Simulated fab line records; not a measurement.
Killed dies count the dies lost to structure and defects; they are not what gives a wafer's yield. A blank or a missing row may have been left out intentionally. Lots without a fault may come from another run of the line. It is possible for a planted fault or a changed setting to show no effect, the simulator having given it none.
fab line records	flow n5_finfet
[record] lots = 24	wafers = 72	last_day = 18
route steps=1938 shown BEOL_M4@1022
lots that met no fault: from a run of the same line without faults
start_h: hours from the record's opening day to when the first of the lot's shown wafers began	wait_h: how many hours have passed since the lot's step before this one	" the same as in the row above	L1.1+2: a single row standing in for several wafers	- no value, or no start was given	* or withheld: withheld	< > ~ a bound
route shown NAME@n: NAME is a module with steps in the file, n the number in the route of the first one	usual: average and standard deviation across the fault-free wafers	same: alike in all rows	chamber/n: place in a boat	sites: readings site by site	_std_site: the values' standard deviation	_edge_site: mean of outer sites minus mean of inner sites	radius_mm: how far each site lies from the wafer's centre	mask NAME#n: copy n	behind: the most recent tool/chamber to have shaped the wafer	hold: why the lot was held/for how many hours/how that ended	device: names the non-switching transistor (n, p or np)	end of line: at the end of the route, the tests of the same wafers	where a step has no rows: the recipe by itself	killed: not the wafer's yield, but the dies lost to structure and defects at the first sort	map: dies across one wafer; x = killed, . = not, _ = none there
set.NAME: setting as actually run; set.NAME@STEP: the setting as run at that earlier step	model.NAME: the simulator's own value behind a step, which no gauge read
route steps across a sampled set of lots; one table per step, one row per wafer
services: when a tool's chamber went out of use (start_h, in hours from the record's first day, below 0 if earlier), for how many hours, and the reason
[[steps]]
[step N5_BEOL_M4_THK_MEAS_01]
[recipe] reads = SiOC_of_BEOL_M4_ILD_DEP_00
[usual] M4_ILD_THK = 78.7/0.89
lot.wafer	tool	chamber	start_h	wait_h	M4_ILD_THK[nm]
L074.1	film_metro-02	-	168.76	0.1	78.6
L074.2	"	-	"	"	78.3
L074.3	"	-	"	"	80.0
L075.1	film_metro-02	-	181.51	0.0	79.1
L075.5	"	-	"	"	78.8
L075.6	"	-	"	"	80.2
L077.1	film_metro-01	-	186.63	0.0	78.3
L077.5	"	-	"	"	80.7
L077.6	"	-	"	"	81.4
L076.1	film_metro-02	-	188.47	0.0	78.7
L076.3	"	-	"	"	77.9
L076.4	"	-	"	"	79.0
L078.3	film_metro-01	-	193.10	0.1	78.3
L078.4	"	-	"	"	78.8
L078.6	"	-	"	"	78.3
L079.2	film_metro-02	-	195.04	0.1	78.2
L079.3	"	-	"	"	78.1
L079.4	"	-	"	"	79.4
L080.1	film_metro-01	-	197.63	0.0	78.2
L080.3	"	-	"	"	77.7
L080.5	"	-	"	"	79.3
L081.1	film_metro-01	-	209.39	0.0	78.4
L081.4	"	-	"	"	78.7
L081.6	"	-	"	"	79.9
L083.2	film_metro-02	-	210.98	0.1	78.7
L083.5	"	-	"	"	79.8
L083.6	"	-	"	"	78.8
L082.1	film_metro-02	-	224.77	0.0	76.8
L082.4	"	-	"	"	77.9
L082.5	"	-	"	"	78.6
L084.1	film_metro-02	-	237.04	0.0	78.3
L084.4	"	-	"	"	81.3
L084.5	"	-	"	"	80.5
L085.1	film_metro-01	-	239.87	0.0	78.6
L085.4	"	-	"	"	79.4
L085.6	"	-	"	"	78.0
L086.1	film_metro-02	-	243.60	0.0	77.7
L086.4	"	-	"	"	79.3
L086.5	"	-	"	"	79.1
L087.3	film_metro-02	-	250.76	0.1	78.7
L087.4	"	-	"	"	79.8
L087.6	"	-	"	"	78.9
L089.1	film_metro-01	-	251.36	0.0	77.8
L089.2	"	-	"	"	77.5
L089.4	"	-	"	"	79.6
L088.1	film_metro-01	-	254.23	0.0	78.1
L088.2	"	-	"	"	77.9
L088.6	"	-	"	"	79.4
L090.1	film_metro-01	-	257.56	0.0	77.1
L090.2	"	-	"	"	78.8
L090.3	"	-	"	"	79.0
L092.1	film_metro-02	-	265.08	0.0	77.7
L092.2	"	-	"	"	77.4
L092.3	"	-	"	"	78.2
L091.1	film_metro-02	-	279.84	0.0	77.1
L091.4	"	-	"	"	78.4
L091.6	"	-	"	"	78.4
L094.1	film_metro-01	-	284.63	0.0	77.9
L094.4	"	-	"	"	78.2
L094.6	"	-	"	"	78.5
L093.3	film_metro-02	-	287.68	0.1	78.3
L093.4	"	-	"	"	80.3
L093.6	"	-	"	"	79.8
L095.2	film_metro-02	-	290.95	0.1	78.4
L095.3	"	-	"	"	77.7
L095.6	"	-	"	"	79.1
L096.1	film_metro-02	-	301.43	0.0	77.4
L096.2	"	-	"	"	77.1
L096.5	"	-	"	"	77.9
L097.1	film_metro-01	-	311.55	0.0	77.3
L097.4	"	-	"	"	78.8
L097.6	"	-	"	"	78.4
[step N5_BEOL_M4_DESCUM_16]
[recipe] chemistry = O2	time_s = 7	source_power_w = 50	bias_power_w = 20	pressure_mtorr = 20	rf_frequency_hz = 2.712e+07	temp_c = 40	resist = CAR-EUV	o2_flow_sccm = 225
[usual] drypump_motor_current_A = 5.8/0.34	oes_product_au = 0.80/0.073	rf_vpp_V = 243.0/1.5	showerhead_plenum_p_Torr = 2.09/0.079	throttle_valve_pct = 20.45/0.28
lot.wafer	tool	chamber	start_h	wait_h	drypump_motor_current_A	oes_product_au	rf_hours_counter_h	rf_vpp_V	showerhead_plenum_p_Torr	throttle_valve_pct
L074.1	rie_diel-03	1	169.84	0.3	6.4	0.96	5	243.8	2.05	19.97
L074.2	"	2	"	"	5.5	0.77	145	245.6	2.19	20.84
L074.3	"	3	"	"	5.9	0.75	164	240.8	2.00	20.60
L075.1	rie_diel-04	2	183.16	0.0	5.6	0.75	180	243.7	2.16	20.76
L075.5	"	0	"	"	5.5	0.85	-	242.1	2.04	20.10
L075.6	"	2	"	"	5.6	0.74	-	244.1	2.16	20.76
L077.1	rie_diel-04	2	188.72	0.3	5.6	0.75	182	243.5	2.16	20.76
L077.5	"	2	"	"	5.6	0.75	-	244.3	2.16	20.76
L077.6	"	3	"	"	5.6	0.83	-	243.2	2.22	20.50
L076.1	rie_diel-03	2	189.68	0.0	5.5	0.75	153	243.9	2.19	20.86
L076.3	"	3	"	"	6.0	0.76	168	241.6	2.00	20.61
L076.4	"	0	"	"	5.0	0.96	3	241.8	2.05	20.23
L078.3	rie_diel-04	3	194.34	0.0	5.7	0.82	46	244.7	2.22	20.51
L078.4	"	1	"	"	6.2	0.85	43	246.5	2.21	20.31
L078.6	"	0	"	"	5.4	0.85	-	242.0	2.04	20.12
L079.2	rie_diel-01	3	196.76	0.2	5.7	0.78	125	241.3	2.02	20.65
L079.3	"	1	"	"	5.9	0.68	237	242.0	2.07	20.53
L079.4	"	0	"	"	6.0	0.81	104	240.7	2.03	20.15
L080.1	rie_diel-04	0	199.73	0.1	5.5	0.85	81	240.6	2.04	20.12
L080.3	"	3	"	"	5.7	0.83	48	244.7	2.22	20.52
L080.5	"	0	"	"	5.5	0.84	-	241.6	2.04	20.11
L081.1	rie_diel-04	3	211.09	0.0	5.6	0.83	52	242.4	2.21	20.52
L081.4	"	0	"	"	5.5	0.84	-	241.9	2.03	20.13
L081.6	"	2	"	"	5.6	0.75	-	244.0	2.15	20.76
L083.2	rie_diel-03	1	212.40	0.0	6.4	0.92	20	241.9	2.05	20.00
L083.5	"	0	"	"	5.1	0.93	-	242.2	2.04	20.24
L083.6	"	1	"	"	6.4	0.92	-	241.6	2.05	19.99
L082.1	rie_diel-04	1	226.27	0.1	6.2	0.84	51	246.5	2.21	20.33
L082.4	"	2	"	"	5.6	0.73	195	244.8	2.15	20.79
L082.5	"	2	"	"	5.6	0.73	-	244.5	2.15	20.79
L084.1	rie_diel-03	1	239.84	0.0	6.4	0.89	31	243.1	2.04	20.03
L084.4	"	0	"	"	5.1	0.90	22	241.8	2.04	20.25
L084.5	"	2	"	"	5.5	0.75	-	245.2	2.18	20.87
L085.1	rie_diel-03	2	240.56	0.1	5.5	0.75	164	244.6	2.18	20.89
L085.4	"	1	"	"	6.3	0.90	31	242.8	2.04	20.03
L085.6	"	2	"	"	5.5	0.75	-	244.4	2.18	20.87
L086.1	rie_diel-01	2	244.46	0.1	6.2	0.70	229	243.6	2.07	20.41
L086.4	"	3	"	"	5.7	0.76	-	241.0	2.01	20.68
L086.5	"	0	"	"	6.0	0.80	-	243.5	2.02	20.19
L087.3	rie_diel-01	0	252.16	0.7	6.1	0.79	126	241.4	2.02	20.19
L087.4	"	3	"	"	5.8	0.75	-	242.1	2.01	20.67
L087.6	"	0	"	"	6.1	0.79	-	242.2	2.02	20.19
L089.1	rie_diel-01	3	254.95	1.2	5.7	0.74	150	241.3	2.01	20.68
L089.2	"	0	"	"	6.1	0.78	128	241.3	2.02	20.19
L089.4	"	0	"	"	6.1	0.78	-	242.1	2.02	20.23
L088.1	rie_diel-04	3	256.75	0.1	5.7	0.81	63	244.0	2.21	20.52
L088.2	"	0	"	"	5.5	0.82	96	242.4	2.03	20.14
L088.6	"	0	"	"	5.5	0.83	-	242.1	2.03	20.15
L090.1	rie_diel-03	0	258.36	0.0	5.1	0.89	31	243.3	2.04	20.28
L090.2	"	3	"	"	5.9	0.74	195	241.6	1.99	20.64
L090.3	"	1	"	"	6.3	0.89	40	243.1	2.04	20.01
L092.1	rie_diel-01	0	266.92	0.3	6.0	0.78	133	241.3	2.02	20.22
L092.2	"	2	"	"	6.2	0.69	242	242.6	2.07	20.43
L092.3	"	1	"	"	6.0	0.96	3	240.1	2.06	20.15
L091.1	rie_diel-03	3	280.50	0.0	5.9	0.73	202	241.6	1.99	20.67
L091.4	"	0	"	"	5.1	0.87	38	241.3	2.03	20.27
L091.6	"	2	"	"	5.5	0.72	-	244.6	2.18	20.90
L094.1	rie_diel-01	3	287.65	0.5	5.7	0.74	163	242.6	2.00	20.69
L094.4	"	2	"	"	6.2	0.68	249	241.2	2.07	20.45
L094.6	"	0	"	"	6.1	0.77	-	242.3	2.02	20.21
L093.3	rie_diel-03	2	290.05	0.1	5.5	0.72	184	243.4	2.18	20.89
L093.4	"	0	"	"	5.1	0.87	42	241.8	2.03	20.29
L093.6	"	2	"	"	5.5	0.73	-	244.2	2.18	20.90
L095.2	rie_diel-04	2	292.09	0.0	5.6	0.73	215	244.8	2.14	20.80
L095.3	"	0	"	"	5.5	0.82	108	242.5	2.03	20.15
L095.6	"	1	"	"	6.2	0.82	-	244.7	2.20	20.36
L096.1	rie_diel-01	3	303.65	0.5	5.7	0.73	169	241.7	2.00	20.71
L096.2	"	0	"	"	6.0	0.78	146	242.6	2.01	20.23
L096.5	"	3	"	"	5.7	0.73	-	241.8	2.00	20.70
L097.1	rie_diel-03	3	313.02	0.0	6.0	0.72	214	240.4	1.99	20.67
L097.4	"	2	"	"	5.5	0.72	192	244.8	2.17	20.91
L097.6	"	2	"	"	5.4	0.72	-	244.2	2.17	20.90
[step N5_BEOL_M4_ETCH_74]
[recipe] chemistry = N2/H2	target = underlayer	target_depth_a = 65	mask_material = CAR-EUV	time_s = 5.2	ion_energy_ev = 200	pressure_mtorr = 30	source_w = 840	bias_w = 150	n2_flow_sccm = 200	h2_flow_sccm = 200	ends = cleared
[usual] drypump_motor_current_A = 5.8/0.34	etch_rf_on_time_s = 5.21/0.091	oes_product_au = 0.68/0.062	rf_vpp_V = 524/3.1	showerhead_plenum_p_Torr = 2.53/0.097	throttle_valve_pct = 17.89/0.27
lot.wafer	tool	chamber	start_h	wait_h	drypump_motor_current_A	etch_rf_on_time_s	oes_product_au	rf_hours_counter_h	rf_vpp_V	showerhead_plenum_p_Torr	throttle_valve_pct
L074.1	rie_diel-03	1	169.87	0.0	6.4	5.13	0.82	5	524	2.50	17.45
L074.2	"	2	"	"	5.5	5.18	0.65	145	527	2.66	18.14
L074.3	"	3	"	"	5.9	5.19	0.64	164	520	2.44	18.18
L075.1	rie_diel-04	2	183.19	0.0	5.6	5.31	0.63	180	525	2.63	18.18
L075.5	"	0	"	"	5.5	5.13	0.71	-	522	2.47	17.50
L075.6	"	2	"	"	5.6	5.36	0.64	-	526	2.63	18.19
L077.1	rie_diel-04	2	188.76	0.0	5.6	5.34	0.64	182	525	2.63	18.19
L077.5	"	2	"	"	5.6	5.26	0.63	-	530	2.63	18.18
L077.6	"	3	"	"	5.7	5.22	0.71	-	527	2.69	17.82
L076.1	rie_diel-03	2	189.72	0.0	5.5	5.16	0.64	153	527	2.65	18.16
L076.3	"	3	"	"	5.9	5.13	0.65	168	520	2.44	18.17
L076.4	"	0	"	"	5.0	5.13	0.80	3	523	2.50	17.71
L078.3	rie_diel-04	3	194.37	0.0	5.7	5.31	0.71	46	530	2.69	17.83
L078.4	"	1	"	"	6.2	5.32	0.73	43	528	2.70	17.87
L078.6	"	0	"	"	5.5	5.12	0.73	-	521	2.46	17.52
L079.2	rie_diel-01	3	196.80	0.0	5.8	5.07	0.67	125	520	2.45	18.05
L079.3	"	1	"	"	6.0	5.19	0.58	237	523	2.51	17.91
L079.4	"	0	"	"	6.1	5.25	0.69	104	522	2.45	17.61
L080.1	rie_diel-04	0	199.77	0.0	5.5	5.05	0.72	81	521	2.46	17.50
L080.3	"	3	"	"	5.6	5.24	0.71	48	529	2.68	17.85
L080.5	"	0	"	"	5.5	5.07	0.73	-	523	2.46	17.52
L081.1	rie_diel-04	3	211.13	0.0	5.7	5.27	0.70	52	530	2.68	17.84
L081.4	"	0	"	"	5.5	5.17	0.71	-	523	2.46	17.52
L081.6	"	2	"	"	5.6	5.32	0.63	-	527	2.62	18.22
L083.2	rie_diel-03	1	212.43	0.0	6.4	5.15	0.78	20	522	2.50	17.47
L083.5	"	0	"	"	5.1	5.17	0.79	-	522	2.50	17.75
L083.6	"	1	"	"	6.4	5.14	0.78	-	522	2.50	17.45
L082.1	rie_diel-04	1	226.31	0.0	6.2	5.31	0.71	51	529	2.70	17.90
L082.4	"	2	"	"	5.6	5.31	0.62	195	526	2.62	18.21
L082.5	"	2	"	"	5.6	5.30	0.63	-	528	2.62	18.23
L084.1	rie_diel-03	1	239.87	0.0	6.4	5.19	0.76	31	523	2.49	17.51
L084.4	"	0	"	"	5.0	5.16	0.76	22	521	2.49	17.76
L084.5	"	2	"	"	5.5	5.17	0.65	-	525	2.65	18.14
L085.1	rie_diel-03	2	240.59	0.0	5.5	5.21	0.64	164	529	2.65	18.19
L085.4	"	1	"	"	6.4	5.16	0.77	31	524	2.49	17.49
L085.6	"	2	"	"	5.5	5.23	0.64	-	528	2.65	18.16
L086.1	rie_diel-01	2	244.50	0.0	6.2	5.37	0.58	229	523	2.51	17.86
L086.4	"	3	"	"	5.7	5.14	0.64	-	521	2.44	18.07
L086.5	"	0	"	"	6.1	5.21	0.68	-	520	2.45	17.63
L087.3	rie_diel-01	0	252.19	0.0	6.1	5.25	0.67	126	523	2.44	17.63
L087.4	"	3	"	"	5.8	5.09	0.65	-	522	2.44	18.10
L087.6	"	0	"	"	6.1	5.25	0.67	-	521	2.44	17.65
L089.1	rie_diel-01	3	254.98	0.0	5.7	5.08	0.64	150	518	2.44	18.09
L089.2	"	0	"	"	6.0	5.27	0.68	128	524	2.44	17.66
L089.4	"	0	"	"	6.1	5.28	0.67	-	519	2.44	17.64
L088.1	rie_diel-04	3	256.78	0.0	5.7	5.23	0.69	63	530	2.68	17.82
L088.2	"	0	"	"	5.5	5.13	0.70	96	521	2.46	17.54
L088.6	"	0	"	"	5.5	5.12	0.70	-	521	2.46	17.52
L090.1	rie_diel-03	0	258.40	0.0	5.1	5.12	0.75	31	522	2.49	17.73
L090.2	"	3	"	"	5.9	5.24	0.63	195	519	2.43	18.22
L090.3	"	1	"	"	6.3	5.16	0.75	40	523	2.49	17.51
L092.1	rie_diel-01	0	266.96	0.0	6.1	5.19	0.67	133	521	2.44	17.62
L092.2	"	2	"	"	6.2	5.33	0.58	242	522	2.50	17.92
L092.3	"	1	"	"	5.9	5.10	0.82	3	524	2.51	17.48
L091.1	rie_diel-03	3	280.53	0.0	5.9	5.21	0.62	202	518	2.42	18.22
L091.4	"	0	"	"	5.0	5.14	0.74	38	522	2.49	17.78
L091.6	"	2	"	"	5.5	5.18	0.63	-	526	2.64	18.20
L094.1	rie_diel-01	3	287.68	0.0	5.7	5.05	0.63	163	523	2.43	18.11
L094.4	"	2	"	"	6.2	5.43	0.57	249	522	2.50	17.90
L094.6	"	0	"	"	6.0	5.17	0.67	-	520	2.44	17.68
L093.3	rie_diel-03	2	290.09	0.0	5.5	5.20	0.63	184	526	2.64	18.19
L093.4	"	0	"	"	5.1	5.15	0.73	42	524	2.48	17.80
L093.6	"	2	"	"	5.5	5.21	0.63	-	527	2.64	18.17
L095.2	rie_diel-04	2	292.12	0.0	5.6	5.31	0.61	215	527	2.61	18.22
L095.3	"	0	"	"	5.5	5.08	0.69	108	522	2.45	17.56
L095.6	"	1	"	"	6.2	5.27	0.69	-	528	2.69	17.92
L096.1	rie_diel-01	3	303.69	0.0	5.7	5.03	0.63	169	521	2.43	18.08
L096.2	"	0	"	"	6.0	5.16	0.66	146	521	2.44	17.67
L096.5	"	3	"	"	5.7	4.99	0.64	-	522	2.43	18.13
L097.1	rie_diel-03	3	313.05	0.0	5.9	5.19	0.62	214	519	2.42	18.24
L097.4	"	2	"	"	5.5	5.18	0.62	192	526	2.63	18.24
L097.6	"	2	"	"	5.5	5.23	0.61	-	528	2.63	18.17
[step N5_BEOL_M4_STRIP_97]
[recipe] chemistry = N2/H2	time_s = 10	power_w = 450	temp_c = 40	pressure_mtorr = 20	rf_frequency_hz = 6e+07	bias_power_w = 7	n2_flow_sccm = 200	h2_flow_sccm = 200
[usual] drypump_motor_current_A = 5.9/0.32	oes_product_au = 0.78/0.072	rf_vpp_V = 59.0/0.79	showerhead_plenum_p_Torr = 2.49/0.073	throttle_valve_pct = 23.65/0.24
lot.wafer	tool	chamber	start_h	wait_h	drypump_motor_current_A	oes_product_au	rf_hours_counter_h	rf_vpp_V	showerhead_plenum_p_Torr	throttle_valve_pct
L074.1	rie_diel-01	3	-	-	5.8	0.78	118	58.9	2.45	23.86
L074.2	"	2	"	"	6.2	0.71	203	59.1	2.52	23.61
L074.3	"	0	"	"	6.1	0.82	95	60.5	2.45	23.46
L075.1	rie_diel-01	2	-	-	6.2	0.70	208	58.7	2.51	23.60
L075.5	"	0	"	"	6.0	0.81	-	59.9	2.45	23.49
L075.6	"	3	"	"	5.8	0.78	-	58.2	2.45	23.88
L077.1	rie_diel-04	1	-	-	6.2	0.85	43	59.2	2.70	23.83
L077.5	"	3	"	"	5.6	0.83	-	60.5	2.68	23.62
L077.6	"	0	"	"	5.5	0.84	-	58.9	2.46	23.26
L076.1	rie_diel-01	2	-	-	6.2	0.71	211	59.6	2.51	23.63
L076.3	"	0	"	"	6.1	0.81	103	59.3	2.45	23.47
L076.4	"	3	"	"	5.7	0.77	125	58.0	2.45	23.87
L078.3	rie_diel-01	0	-	-	6.0	0.81	105	58.9	2.45	23.48
L078.4	"	2	"	"	6.2	0.71	212	60.4	2.51	23.63
L078.6	"	0	"	"	6.0	0.81	-	57.8	2.45	23.49
L079.2	rie_diel-01	2	-	-	6.2	0.71	213	57.8	2.51	23.64
L079.3	"	0	"	"	6.0	0.81	105	58.7	2.45	23.48
L079.4	"	1	"	"	5.9	0.68	239	59.0	2.51	23.55
L080.1	rie_diel-01	3	-	-	5.8	0.76	130	59.2	2.44	23.87
L080.3	"	2	"	"	6.2	0.70	217	59.0	2.51	23.63
L080.5	"	3	"	"	5.8	0.76	-	58.9	2.44	23.86
L081.1	rie_diel-01	3	-	-	5.7	0.76	134	59.1	2.44	23.89
L081.4	"	0	"	"	6.0	0.80	112	59.4	2.45	23.49
L081.6	"	3	"	"	5.8	0.77	-	60.0	2.44	23.88
L083.2	rie_diel-01	2	-	-	6.2	0.69	224	59.7	2.51	23.63
L083.5	"	1	"	"	6.0	0.67	-	58.2	2.51	23.56
L083.6	"	2	"	"	6.2	0.69	-	59.5	2.51	23.64
L082.1	rie_diel-04	0	-	-	5.5	0.82	92	58.8	2.46	23.30
L082.4	"	1	"	"	6.2	0.84	54	59.9	2.69	23.84
L082.5	"	1	"	"	6.2	0.84	-	59.8	2.69	23.83
L084.1	rie_diel-03	2	-	-	5.5	0.75	168	58.6	2.64	23.88
L084.4	"	0	"	"	5.1	0.90	26	59.6	2.49	23.57
L084.5	"	1	"	"	6.3	0.90	-	60.0	2.49	23.29
L085.1	rie_diel-01	0	-	-	6.1	0.80	127	58.9	2.44	23.52
L085.4	"	0	"	"	6.1	0.79	-	59.2	2.44	23.52
L085.6	"	2	"	"	6.2	0.69	-	59.2	2.50	23.67
L086.1	rie_diel-01	3	-	-	5.8	0.75	151	59.1	2.43	23.90
L086.4	"	0	"	"	6.1	0.79	-	59.5	2.44	23.51
L086.5	"	2	"	"	6.2	0.68	-	58.9	2.50	23.67
L087.3	rie_diel-03	2	-	-	5.5	0.73	171	60.2	2.64	23.87
L087.4	"	0	"	"	5.1	0.87	30	60.1	2.49	23.58
L087.6	"	1	"	"	6.4	0.88	-	58.9	2.48	23.30
L089.1	rie_diel-01	0	-	-	6.0	0.78	131	59.3	2.44	23.51
L089.2	"	3	"	"	5.7	0.74	154	58.2	2.43	23.90
L089.4	"	2	"	"	6.2	0.69	240	59.8	2.50	23.65
L088.1	rie_diel-03	3	-	-	5.9	0.72	198	59.0	2.42	24.12
L088.2	"	2	"	"	5.5	0.74	175	59.7	2.64	23.88
L088.6	"	0	"	"	5.1	0.87	-	57.4	2.48	23.58
L090.1	rie_diel-01	3	-	-	5.7	0.74	157	58.2	2.43	23.92
L090.2	"	1	"	"	5.9	0.94	5	59.5	2.50	23.21
L090.3	"	0	"	"	6.1	0.78	135	58.1	2.44	23.52
L092.1	rie_diel-03	2	-	-	5.5	0.73	179	60.2	2.64	23.86
L092.2	"	1	"	"	6.3	0.88	46	58.9	2.48	23.30
L092.3	"	0	"	"	5.1	0.87	37	59.5	2.48	23.59
L091.1	rie_diel-03	0	-	-	5.1	0.87	39	57.8	2.48	23.58
L091.4	"	3	"	"	5.9	0.73	203	59.5	2.42	24.13
L091.6	"	2	"	"	5.5	0.74	-	59.1	2.64	23.90
L094.1	rie_diel-01	3	-	-	5.7	0.74	165	58.7	2.43	23.92
L094.4	"	0	"	"	6.0	0.77	-	60.1	2.43	23.52
L094.6	"	3	"	"	5.7	0.74	-	58.1	2.43	23.92
L093.3	rie_diel-04	3	-	-	5.7	0.79	77	60.5	2.67	23.66
L093.4	"	1	"	"	6.2	0.81	73	60.5	2.69	23.85
L093.6	"	2	"	"	5.6	0.72	-	58.1	2.61	23.94
L095.2	rie_diel-01	1	-	-	5.9	0.91	16	57.7	2.50	23.23
L095.3	"	0	"	"	6.1	0.77	146	58.2	2.43	23.54
L095.6	"	3	"	"	5.7	0.73	-	58.6	2.43	23.94
L096.1	rie_diel-01	0	-	-	6.1	0.77	150	58.3	2.43	23.54
L096.2	"	1	"	"	5.9	0.91	20	58.7	2.49	23.19
L096.5	"	3	"	"	5.8	0.74	-	58.7	2.43	23.93
L097.1	rie_diel-03	2	-	-	5.5	0.72	193	60.0	2.63	23.91
L097.4	"	3	"	"	5.9	0.72	215	60.6	2.41	24.13
L097.6	"	0	"	"	5.1	0.85	-	57.6	2.48	23.60
[step N5_BEOL_M4_SPUTTER_48]
[recipe] material = Cu	target_thk_a = 45	temp_c = -20	chamber_pressure_pa = 0.07	power_w = withheld	time_s = 8.29
[usual] throttle_valve_pct = 30.1/0.97
lot.wafer	tool	chamber	start_h	wait_h	throttle_valve_pct
L074.1	pvd_sputter-01	-	175.43	0.1	32.2
L074.2	"	-	"	"	29.6
L074.3	"	-	"	"	30.1
L075.1	pvd_sputter-02	-	190.26	0.2	31.0
L075.5	"	-	"	"	28.4
L075.6	"	-	"	"	30.5
L077.1	pvd_sputter-02	-	197.30	0.1	31.4
L077.5	"	-	"	"	29.6
L077.6	"	-	"	"	31.2
L076.1	pvd_sputter-01	-	197.34	0.1	29.7
L076.3	"	-	"	"	32.2
L076.4	"	-	"	"	29.6
L078.3	pvd_sputter-02	-	201.28	0.1	29.6
L078.4	"	-	"	"	28.4
L078.6	"	-	"	"	29.6
L079.2	pvd_sputter-02	-	205.21	2.1	29.8
L079.3	"	-	"	"	30.5
L079.4	"	-	"	"	28.6
L080.1	pvd_sputter-03	-	212.15	0.2	28.6
L080.3	"	-	"	"	30.4
L080.5	"	-	"	"	29.9
L081.1	pvd_sputter-01	-	221.65	0.1	29.8
L081.4	"	-	"	"	29.6
L081.6	"	-	"	"	29.4
L083.2	pvd_sputter-01	-	231.78	0.1	29.8
L083.5	"	-	"	"	29.9
L083.6	"	-	"	"	29.5
L082.1	pvd_sputter-03	-	232.24	0.2	30.5
L082.4	"	-	"	"	31.4
L082.5	"	-	"	"	28.5
L084.1	pvd_sputter-03	-	251.26	0.1	30.5
L084.4	"	-	"	"	28.3
L084.5	"	-	"	"	30.4
L085.1	pvd_sputter-01	-	254.76	0.1	30.0
L085.4	"	-	"	"	29.5
L085.6	"	-	"	"	29.7
L086.1	pvd_sputter-02	-	257.82	0.2	30.6
L086.4	"	-	"	"	28.2
L086.5	"	-	"	"	29.6
L087.3	pvd_sputter-01	-	259.49	1.4	32.0
L087.4	"	-	"	"	29.7
L087.6	"	-	"	"	29.9
L089.1	pvd_sputter-01	-	263.47	0.1	29.8
L089.2	"	-	"	"	32.0
L089.4	"	-	"	"	29.9
L088.1	pvd_sputter-03	-	267.88	0.2	29.8
L088.2	"	-	"	"	30.5
L088.6	"	-	"	"	31.4
L090.1	pvd_sputter-02	-	275.02	0.2	29.5
L090.2	"	-	"	"	31.0
L090.3	"	-	"	"	30.7
L092.1	pvd_sputter-03	-	279.75	0.1	31.5
L092.2	"	-	"	"	28.4
L092.3	"	-	"	"	30.4
L091.1	pvd_sputter-02	-	284.38	0.1	28.4
L091.4	"	-	"	"	29.5
L091.6	"	-	"	"	30.7
L094.1	pvd_sputter-03	-	295.24	0.2	30.6
L094.4	"	-	"	"	28.5
L094.6	"	-	"	"	30.0
L093.3	pvd_sputter-01	-	304.31	0.1	29.7
L093.4	"	-	"	"	30.0
L093.6	"	-	"	"	29.5
L095.2	pvd_sputter-01	-	306.15	0.3	30.0
L095.3	"	-	"	"	29.7
L095.6	"	-	"	"	29.7
L096.1	pvd_sputter-01	-	313.43	0.2	29.8
L096.2	"	-	"	"	29.5
L096.5	"	-	"	"	29.5
L097.1	pvd_sputter-02	-	317.51	0.1	28.4
L097.4	"	-	"	"	29.5
L097.6	"	-	"	"	28.3
[step N5_BEOL_M4_ANNEAL_80]
[recipe] temp_c = 400	time_s = 240	ambient = vacuum
[usual] heater_power_w = 807/110
lot.wafer	tool	chamber	start_h	wait_h	heater_power_w
L074.1	pvd_sputter-01	-	175.73	0.0	706
L074.2	"	-	"	"	922
L074.3	"	-	"	"	622
L075.1	pvd_sputter-02	-	190.56	0.0	892
L075.5	"	-	"	"	786
L075.6	"	-	"	"	739
L077.1	pvd_sputter-02	-	197.60	0.0	908
L077.5	"	-	"	"	742
L077.6	"	-	"	"	887
L076.1	pvd_sputter-01	-	197.64	0.0	937
L076.3	"	-	"	"	716
L076.4	"	-	"	"	928
L078.3	pvd_sputter-02	-	201.58	0.0	709
L078.4	"	-	"	"	763
L078.6	"	-	"	"	728
L079.2	pvd_sputter-02	-	205.51	0.0	735
L079.3	"	-	"	"	758
L079.4	"	-	"	"	775
L080.1	pvd_sputter-03	-	212.45	0.0	882
L080.3	"	-	"	"	871
L080.5	"	-	"	"	816
L081.1	pvd_sputter-01	-	221.95	0.0	606
L081.4	"	-	"	"	891
L081.6	"	-	"	"	954
L083.2	pvd_sputter-01	-	232.08	0.0	928
L083.5	"	-	"	"	611
L083.6	"	-	"	"	954
L082.1	pvd_sputter-03	-	232.54	0.0	916
L082.4	"	-	"	"	827
L082.5	"	-	"	"	880
L084.1	pvd_sputter-03	-	251.56	0.0	814
L084.4	"	-	"	"	865
L084.5	"	-	"	"	894
L085.1	pvd_sputter-01	-	255.06	0.0	616
L085.4	"	-	"	"	937
L085.6	"	-	"	"	934
L086.1	pvd_sputter-02	-	258.12	0.0	744
L086.4	"	-	"	"	782
L086.5	"	-	"	"	721
L087.3	pvd_sputter-01	-	259.79	0.0	715
L087.4	"	-	"	"	925
L087.6	"	-	"	"	937
L089.1	pvd_sputter-01	-	263.77	0.0	912
L089.2	"	-	"	"	705
L089.4	"	-	"	"	631
L088.1	pvd_sputter-03	-	268.18	0.0	806
L088.2	"	-	"	"	894
L088.6	"	-	"	"	815
L090.1	pvd_sputter-02	-	275.32	0.0	722
L090.2	"	-	"	"	922
L090.3	"	-	"	"	743
L092.1	pvd_sputter-03	-	280.05	0.0	859
L092.2	"	-	"	"	850
L092.3	"	-	"	"	918
L091.1	pvd_sputter-02	-	284.68	0.0	773
L091.4	"	-	"	"	728
L091.6	"	-	"	"	773
L094.1	pvd_sputter-03	-	295.54	0.0	899
L094.4	"	-	"	"	865
L094.6	"	-	"	"	811
L093.3	pvd_sputter-01	-	304.61	0.0	951
L093.4	"	-	"	"	612
L093.6	"	-	"	"	936
L095.2	pvd_sputter-01	-	306.45	0.0	612
L095.3	"	-	"	"	946
L095.6	"	-	"	"	921
L096.1	pvd_sputter-01	-	313.73	0.0	970
L096.2	"	-	"	"	919
L096.5	"	-	"	"	957
L097.1	pvd_sputter-02	-	317.81	0.0	768
L097.4	"	-	"	"	710
L097.6	"	-	"	"	785
[[services]]
tool	chamber	start_h	hours	kind
rie_diel-04	1	154.12	31.9	repair
rie_diel-03	0	160.31	-	clean
rie_diel-03	0	160.31	-	consumable_replace:focus_ring
rie_diel-03	0	160.31	19.5	scheduled_down
rie_diel-03	0	160.31	19.5	vent_cycle
rie_diel-01	1	203.47	7.2	repair
rie_diel-04	1	209.09	6.8	repair
rie_diel-03	2	212.85	15.3	repair
rie_diel-04	-	240.08	14.6	pm
rie_diel-01	1	244.09	-	clean
rie_diel-01	1	244.09	-	consumable_replace:focus_ring
rie_diel-01	1	244.09	13.9	scheduled_down
rie_diel-01	1	244.09	13.9	vent_cycle
pvd_sputter-03	-	271.86	1.3	repair
rie_diel-01	2	290.57	-	clean
rie_diel-01	2	290.57	-	consumable_replace:focus_ring
rie_diel-01	2	290.57	21.6	scheduled_down
rie_diel-01	2	290.57	21.6	vent_cycle
[[key]]
fault none
